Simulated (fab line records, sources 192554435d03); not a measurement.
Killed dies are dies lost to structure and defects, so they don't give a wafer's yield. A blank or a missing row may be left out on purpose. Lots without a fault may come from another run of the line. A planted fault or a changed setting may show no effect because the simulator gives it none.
Chamber matching | flow n5_finfet | N5_MOL_CONTACT_COAG_ETCH_47 on rie_diel-04: 4 sister chambers
The step etches SiNx in CH3F/O2, stops on W, target depth 27 nm. 4 wafers are shown with their chamber, then 9 later ones without.

WAFERS WITH THEIR CHAMBER
wafer  | chamber | drypump_motor_current_A (A)
L078.5 | 1       | 5.92
L089.1 | 0       | 5.89
L089.2 | 2       | 5.41
L089.4 | 3       | 5.24

WAFERS WITHOUT THEIR CHAMBER
wafer  | drypump_motor_current_A (A)
L090.3 | 5.84
L090.4 | 5.22
L090.6 | 5.43
L093.2 | 5.89
L093.3 | 5.24
L093.6 | 5.90
L096.1 | 5.42
L096.2 | 5.88
L096.5 | 5.24

WHICH CHAMBER EACH WENT THROUGH
wafer  | from the rows above     | in truth
L090.3 | can't be placed: 0 or 1 | 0
L090.4 | 3                       | 3
L090.6 | 2                       | 2
L093.2 | can't be placed: 0 or 1 | 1
L093.3 | 3                       | 3
L093.6 | can't be placed: 0 or 1 | 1
L096.1 | 2                       | 2
L096.2 | can't be placed: 0 or 1 | 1
L096.5 | 3                       | 3
Placed correctly: 5 of 9. Can't be placed from these rows: 4 (the true chamber is among the candidates in 4). Placed wrongly: 0.
How it was worked out, from the rows above alone: a wafer's distance from a chamber is the root of the sum, over the readings, of the square of ((its reading less the chamber's mean) divided by the reading's scatter). The wafer belongs to the nearest chamber; if the next one is less than 2 further off, it can't be placed. A chamber's mean is the mean of its shown wafers. The scatter: with one shown wafer a chamber, the root of the mean of the squares of how far each hidden wafer lies from its nearest shown one.
